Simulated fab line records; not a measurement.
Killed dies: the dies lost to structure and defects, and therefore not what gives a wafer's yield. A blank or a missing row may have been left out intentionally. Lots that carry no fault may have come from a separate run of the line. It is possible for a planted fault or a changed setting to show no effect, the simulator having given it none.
Split-lot experiment + flow n5_finfet + route with 1938 steps; 7 lots, 21 wafers read

THE SPLIT ITSELF
At N5_MOL_CONTACT_COAG_CONTACT_ETCH_14 (etches SiO2 in C4F6/O2, target depth 27.5 nm, overetch 8.5 nm, time 20 s), the setting source_w was moved away from the recipe's 370 W on 5 of the 21 wafers read, by -16.9% to +15.2%. All remaining wafers had this setting at the recipe value.

The split's own step is where the reading is taken.

THE READING
rf_vpp_V, in V, at N5_MOL_CONTACT_COAG_CONTACT_ETCH_14 (etches SiO2 in C4F6/O2, target depth 27.5 nm, overetch 8.5 nm, time 20 s). Typical for fault-free wafers on this fab line: 694.1 V, with standard deviation 2.7 V.

| wafer  | tool, chamber at the split | source_w as run, W | against the recipe | rf_vpp_V, V | against lot-mates on the recipe |
|--------|----------------------------|--------------------|--------------------|-------------|---------------------------------|
| L075.2 | rie_diel-04, 1             | 390.5              | +5.5%              | 683.0       | -9.2                            |
| L075.3 | rie_diel-04, 3             | 370                | recipe             | 695.8       | -                               |
| L075.4 | rie_diel-04, 0             | 370                | recipe             | 688.7       | -                               |
| L080.1 | rie_diel-01, 2             | 405.7              | +9.6%              | 669.5       | -22.8                           |
| L080.2 | rie_diel-01, 1             | 370                | recipe             | 693.9       | -                               |
| L080.6 | rie_diel-01, 2             | 370                | recipe             | 690.8       | -                               |
| L084.1 | rie_diel-01, 2             | 370                | recipe             | 689.5       | -                               |
| L084.2 | rie_diel-01, 1             | 370                | recipe             | 693.2       | -                               |
| L084.6 | rie_diel-01, 1             | 370                | recipe             | 694.2       | -                               |
| L085.1 | rie_diel-01, 1             | 370                | recipe             | 693.3       | -                               |
| L085.3 | rie_diel-01, 2             | 370                | recipe             | 689.5       | -                               |
| L085.4 | rie_diel-01, 3             | 426.2              | +15.2%             | 663.2       | -28.2                           |
| L088.1 | rie_diel-06, 2             | 370                | recipe             | 696.6       | -                               |
| L088.2 | rie_diel-06, 0             | 370                | recipe             | 691.8       | -                               |
| L088.3 | rie_diel-06, 3             | 370                | recipe             | 693.5       | -                               |
| L091.2 | rie_diel-01, 1             | 307.5              | -16.9%             | 731.6       | +39.6                           |
| L091.3 | rie_diel-01, 3             | 370                | recipe             | 692.0       | -                               |
| L091.4 | rie_diel-01, 2             | 307.5              | -16.9%             | 729.3       | +37.3                           |
| L092.2 | rie_diel-01, 1             | 370                | recipe             | 693.2       | -                               |
| L092.4 | rie_diel-01, 2             | 370                | recipe             | 689.9       | -                               |
| L092.6 | rie_diel-01, 2             | 370                | recipe             | 688.8       | -                               |

THE FIT
A straight line over all 21 wafers: rf_vpp_V changes by -2.16 V for each +1% of source_w; r = -0.99; the points scatter about the line by 2.5 V.
The same after taking each lot's own level away (the mean of its wafers on the recipe; 21 wafers): -2.16 V for each +1%; r = -0.99; scatter 2.4 V.
According to that fit, moving source_w by its largest amount changes the reading by 36 V.
The span of the lots' own levels, 690.63 to 693.97 V, comes to 1.2 times the standard deviation stated above.
Hence the lot-to-lot level has little effect on the slope; both slopes agree.
Check: for one of the wafers moved furthest among these (-16.9%), held out of the fit, the line's prediction against its lot-mates is +35.5 V. Against them it came out at +39.6 V.
Tool readings at the split's step, against how far the setting was moved: rf_vpp_V r = -0.99.

THE OTHER SPLITS THESE WAFERS WENT THROUGH
Other splits were also applied to these wafers ahead of the reading. Each is held against what the fit with the lots' levels taken away leaves over:
| other split on the same wafers | wafers away from the commonest value | r with rf_vpp_V (lot level and that fit taken away) |
|--------------------------------|--------------------------------------|-----------------------------------------------------|
| N5_DUMMY_GATE_COAT_28 spin_rpm | 5                                    | -0.12                                               |
| N5_SD_EPI_N_PEB_07 peb_time_s  | 9                                    | -0.22                                               |
| N5_SDB_CUT_ETCH_26 icp_w       | 6                                    | +0.14                                               |
| N5_SDB_ALD_29 ald_cycles       | 3                                    | -0.15                                               |
| N5_HKMG_FIN_ETCH_54 source_w   | 7                                    | +0.02                                               |
| N5_HKMG_FIN_ETCH_55 bias_w     | 5                                    | -0.01                                               |

FILE'S OWN FIT
rf_vpp_V changes by -2.11 V for each +1% of source_w, r = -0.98.
